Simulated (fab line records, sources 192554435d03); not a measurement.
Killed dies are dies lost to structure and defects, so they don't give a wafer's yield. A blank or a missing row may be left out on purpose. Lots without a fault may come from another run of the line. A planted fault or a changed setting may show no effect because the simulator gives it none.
Chamber matching | flow n5_finfet | N5_BEOL_M2_ALD_98 on ald_sin-04: 4 sister chambers
The step deposits SiO2, target thk 2.5 nm, pulse time 1 s, co reactant pulse time 1 s. 4 wafers are shown with their chamber, then 8 later ones without.

WAFERS WITH THEIR CHAMBER
wafer  | chamber | heater_power_w (W)
L080.3 | 1       | 73
L084.4 | 3       | 85
L086.4 | 2       | 69
L089.4 | 0       | 80

WAFERS WITHOUT THEIR CHAMBER
wafer  | heater_power_w (W)
L089.5 | 69
L089.6 | 84
L091.1 | 69
L091.3 | 83
L091.5 | 84
L093.1 | 81
L093.4 | 81
L093.5 | 71

WHICH CHAMBER EACH WENT THROUGH
wafer  | from the rows above     | in truth
L089.5 | 2                       | 2
L089.6 | 3                       | 3
L091.1 | 2                       | 2
L091.3 | can't be placed: 3 or 0 | 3
L091.5 | 3                       | 3
L093.1 | 0                       | 0
L093.4 | 0                       | 0
L093.5 | can't be placed: 1 or 2 | 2
Placed correctly: 6 of 8. Can't be placed from these rows: 2 (the true chamber is among the candidates in 2). Placed wrongly: 0.
How it was worked out, from the rows above alone: a wafer's distance from a chamber is the root of the sum, over the readings, of the square of ((its reading less the chamber's mean) divided by the reading's scatter). The wafer belongs to the nearest chamber; if the next one is less than 2 further off, it can't be placed. A chamber's mean is the mean of its shown wafers. The scatter: with one shown wafer a chamber, the root of the mean of the squares of how far each hidden wafer lies from its nearest shown one.
